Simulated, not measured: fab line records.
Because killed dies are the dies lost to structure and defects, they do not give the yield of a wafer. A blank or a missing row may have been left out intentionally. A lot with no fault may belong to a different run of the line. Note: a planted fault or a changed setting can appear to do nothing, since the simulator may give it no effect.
Which tool is to blame?    flow n5_finfet    14 lots, 38 wafers sampled, at 2 steps of a route of 1938

== WHAT THE GAUGES SHOWED, per wafer ==
N5_MOL_CONTACT_COAG_CD_MEAS_137 targets a cd of 16 nm. Usual: cd_nm 15.9 nm, standard deviation 0.32.
lot   measured      on         cd_nm (nm)      flag
L221  day 5 13:55   cd_sem-02  16.1 15.7 15.9  
L222  day 5 15:55   cd_sem-03  16.1 16.1       
L223  day 6 02:14   cd_sem-01  16.0 16.2 15.7  
L224  day 6 05:55   cd_sem-03  16.0 16.2 16.3  
L225  day 6 10:26   cd_sem-03  15.9 16.0 16.4  
L228  day 7 00:24   cd_sem-02  15.9 15.5       
L230  day 7 14:13   cd_sem-02  15.8 15.2 15.8  
L231  day 7 20:38   cd_sem-02  15.8 16.4       
L234  day 8 21:43   cd_sem-02  16.1 16.1 16.6  
L235  day 9 00:06   cd_sem-01  15.7 15.7 15.4  
L236  day 9 04:38   cd_sem-03  16.4 16.0 16.4  
L237  day 9 12:01   cd_sem-01  15.9 15.5 15.7  
L242  day 10 14:26  cd_sem-02  15.8 15.6       
L243  day 10 23:05  cd_sem-02  16.0 16.1 15.5  

== WHAT TOOL EACH LOT RAN ON (gives the tool, then ch and the chambers of the sampled wafers, and finally the start) ==
lot   N5_MOL_CONTACT_COAG_ETCHBACK_132
L221  rie_diel-02 ch 2,3, day 5 13:25
L222  rie_diel-03 ch 0,3, day 5 15:25
L223  rie_diel-06 ch 0,2, day 6 01:44
L224  rie_diel-02 ch 0,2, day 6 05:25
L225  rie_diel-06 ch 0,1, day 6 09:56
L228  rie_diel-06 ch 0,1, day 6 23:55
L230  rie_diel-02 ch 0,1,2, day 7 13:44
L231  rie_diel-03 ch 1, day 7 20:08
L234  rie_diel-03 ch 0,2, day 8 21:13
L235  rie_diel-03 ch 0,2,3, day 8 23:36
L236  rie_diel-06 ch 2,3, day 9 04:08
L237  rie_diel-03 ch 0,2,3, day 9 11:32
L242  rie_diel-03 ch 1,3, day 10 13:56
L243  rie_diel-02 ch 0,1, day 10 22:35
- N5_MOL_CONTACT_COAG_ETCHBACK_132: etches SiO2 in CHF3, target depth 10 nm, time 6.7 s.

== WHAT THE TOOLS THEMSELVES READ (means of the sampled wafers that have a number; where no wafer has one, the mark that the record gives instead) ==
N5_MOL_CONTACT_COAG_ETCHBACK_132. Usual: bias_w 170.0 W, standard deviation 0.48; drypump_motor_current_A 5.7 A, standard deviation 0.45; oes_product_au 0.85 a.u., standard deviation 0.071; rf_vpp_V 525 V, standard deviation 12; showerhead_plenum_p_Torr 2.43 Torr, standard deviation 0.068; throttle_valve_pct 18.61 %, standard deviation 0.28.
lot   tool         bias_w (W)  drypump_motor_current_A (A)  oes_product_au (a.u.)  rf_vpp_V (V)  showerhead_plenum_p_Torr (Torr)  throttle_valve_pct (%)  flag
L221  rie_diel-02  170.2       5.1                          0.80                   521           2.40                             18.50                   
L222  rie_diel-03  170.4       5.9                          0.87                   535           2.42                             18.74                   
L223  rie_diel-06  170.0       5.5                          0.90                   528           2.46                             18.24                   
L224  rie_diel-02  170.0       5.9                          0.79                   525           2.35                             18.85                   
L225  rie_diel-06  169.6       6.1                          0.85                   533           2.44                             18.34                   
L228  rie_diel-06  170.1       6.2                          0.83                   528           2.40                             18.43                   
L230  rie_diel-02  169.6       5.9                          0.77                   528           2.38                             18.82                   
L231  rie_diel-03  169.3       5.7                          0.93                   510           2.51                             18.46                   
L234  rie_diel-03  169.7       5.7                          0.86                   512           2.48                             18.90                   
L235  rie_diel-03  169.5       5.7                          0.85                   525           2.44                             18.80                   
L236  rie_diel-06  170.3       5.3                          0.86                   524           2.45                             18.38                   
L237  rie_diel-03  170.3       5.8                          0.84                   525           2.44                             18.81                   
L242  rie_diel-03  170.2       5.7                          0.86                   530           2.46                             18.49                   
L243  rie_diel-02  170.2       6.0                          0.93                   529           2.40                             18.55                   

== THE ANSWER, worked out from the rows above alone ==
Rule: lot off if the mean of its wafers having a number is beyond 3 standard deviations from the usual mean. Also off: a lot with no number at a reading for which 4 or more lots have one. The other lots that the step has rows for count as sound. Order of review: gauges by route order, followed by the tools' own readings, for which a lot's mean as printed above is used. The first step at which some lot is off is used, and at that step the reading that is off furthest; a lot without a number counts as furthest.
No lot is off at any reading shown: from this, nothing can be told.

== WHAT WAS PUT IN BY THE SIMULATOR ==
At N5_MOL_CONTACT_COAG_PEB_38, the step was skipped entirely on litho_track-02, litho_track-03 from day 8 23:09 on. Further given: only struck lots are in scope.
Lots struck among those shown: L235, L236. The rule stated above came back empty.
